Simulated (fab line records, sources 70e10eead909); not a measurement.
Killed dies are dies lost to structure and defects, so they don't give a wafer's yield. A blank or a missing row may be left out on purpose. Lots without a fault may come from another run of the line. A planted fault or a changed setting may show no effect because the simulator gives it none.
A struck lot beside a sound one | flow nand_harc | 19 steps out of a route of 1302
Sound: wafers L497.1, L497.3, L497.6. Struck: wafer L514.2. The cause comes at the end.
At each step with rows: each side's tool, then ch and its chambers, then its first start. Under that, the readings that differ: sound wafers | struck wafers | difference of the means | sigmas: that difference in standard deviations of wafers without a fault.
alike: readings whose means differ by less than 2 such deviations, and words and numbers that are the same on both sides. not compared: withheld readings, readings that some wafer has no value for, bounds like >300 that may hide the same value, and numbers for which the record gives no deviation and whose values overlap.
The two part at a step that has a row with sigmas, a row that says differs or no value, or rows on one side only. Numbers that don't overlap but have no deviation are shown without sigmas and don't part them. A reading that every wafer of one side lacks parts them only if that side has two wafers or more.

first, 3 steps without rows for these wafers: NHARC_A_CHANNEL_HOLE_D2_ETCH_20 (etches the open film in C4F8/O2/Ar, time 361.9 s, target depth 1600 nm); NHARC_A_CHANNEL_HOLE_D2_ETCH_21 (etches the open film in C4F8/O2/Ar, time 514.3 s, target depth 1600 nm); NHARC_A_CHANNEL_HOLE_D2_ETCH_22 (etches the open film in C4F8/O2/Ar, time 666.7 s, target depth 1600 nm).
NHARC_A_CHANNEL_HOLE_D2_ETCH_23: etches the open film in C4F8/O2/Ar, time 819 s, target depth 1600 nm.
  sound on har_etch-01 ch 0,1, day 13 07:21; struck on har_etch-02 ch 0, day 20 15:54
  alike: drypump_motor_current_A, showerhead_plenum_p_Torr, temp_c, throttle_valve_pct
  not compared: rf_hours_counter_h
NHARC_A_CHANNEL_HOLE_D2_ETCH_24: etches the open film in C4F8/O2/Ar, time 906.2 s, target depth 1500 nm.
  sound on har_etch-01 ch 0,1, day 13 08:02; struck on har_etch-02 ch 0, day 20 16:36
  alike: drypump_motor_current_A, showerhead_plenum_p_Torr, temp_c, throttle_valve_pct
  not compared: rf_hours_counter_h
then, 2 steps without rows for these wafers: NHARC_A_CHANNEL_HOLE_D2_ETCH_25 (etches the open film in C4F8/O2/Ar, time 1040.2 s, target depth 1500 nm); NHARC_A_CHANNEL_HOLE_D2_ETCH_26 (etches the open film in C4F8/O2/Ar, time 224.1 s, target depth 300 nm).
NHARC_A_CHANNEL_HOLE_D2_ETCH_27: etches the open film in C4F8/O2/Ar, time 90 s, target depth 400 nm.
  sound on har_etch-01 ch 0,1, day 13 09:53; struck on har_etch-02 ch 0, day 20 18:28
  reading    | sound                | struck | difference | sigmas
  temp_c (C) | -19.88 -20.00 -20.16 | -19.75 | +0.26      | +2
  alike: drypump_motor_current_A, showerhead_plenum_p_Torr, throttle_valve_pct
  not compared: rf_hours_counter_h
then, 3 steps without rows for these wafers: NHARC_A_CHANNEL_HOLE_D2_STRIP_41 (strips in N2/H2); NHARC_A_CHANNEL_HOLE_D2_STRIP_42 (strips in CF4/CHF3); NHARC_A_CHANNEL_HOLE_D2_STRIP_43 (strips in O2/COS).
NHARC_A_CHANNEL_HOLE_D2_ETCH_44: etches the open film in CF4/O2, target depth 140 nm, overetch 14 nm, time 77 s.
  sound on rie_diel-04 ch 0,2, day 13 10:38; struck on rie_diel-04 ch 3, day 20 19:15
  alike: drypump_motor_current_A, oes_product_au, rf_vpp_V, showerhead_plenum_p_Torr, throttle_valve_pct
  not compared: rf_hours_counter_h
NHARC_A_CHANNEL_HOLE_D2_STRIP_28: strips in O2.
  sound on rie_diel-04 ch 2,3, day 13 10:47; struck on rie_diel-04 ch 0, day 20 19:21
  reading                         | sound          | struck | difference | sigmas
  showerhead_plenum_p_Torr (Torr) | 3.70 3.66 3.66 | 3.45   | -0.22      | -2
  alike: drypump_motor_current_A, oes_product_au, rf_vpp_V, throttle_valve_pct
  not compared: rf_hours_counter_h
then, 2 steps without rows for these wafers: NHARC_A_CHANNEL_HOLE_D2_PRECLEAN_29 (cleans in SC1); NHARC_A_CHANNEL_HOLE_D2_SRD_30.
NHARC_A_CHANNEL_HOLE_D2_CD_MEAS_31:
  sound on cd_sem-02, day 13 11:26; struck on cd_sem-01, day 20 20:10
  alike: cd_nm
NHARC_A_CHANNEL_HOLE_D2_XSEM_32:
  sound on xsem-01 ch 0, day 13 11:31; struck on xsem-02 ch 0, day 20 20:16
  reading            | sound          | struck | difference | sigmas
  tilt_deg (degrees) | 0.04 0.04 0.04 | 0.17   | +0.13      | +3
  alike: bot_cd_nm, bow_nm
NHARC_A_CHANNEL_HOLE_D2_INSPECT_40:
  sound on defect_inspect-01, day 13 11:37; struck on defect_inspect-01, day 20 20:32
  reading          | sound       | struck | difference | sigmas
  raw_defect_count | 343 347 339 | 875    | +532       | +5
  not compared: hold
-- the record jumps here: 13 days lie between the struck wafers' starts before and after (it left off in module A_CHANNEL_HOLE_D2 and takes up again in module END, whose first step shown is number 1302 of the route) --
NHARC_END_SORT_01:
  the record has rows for the struck wafers here (prober-01 ch 0, day 33 11:07) and none for the sound ones

WHERE THEY PART
First at NHARC_A_CHANNEL_HOLE_D2_ETCH_27; last, within this record, at NHARC_END_SORT_01.

WHY: what the simulator had put in
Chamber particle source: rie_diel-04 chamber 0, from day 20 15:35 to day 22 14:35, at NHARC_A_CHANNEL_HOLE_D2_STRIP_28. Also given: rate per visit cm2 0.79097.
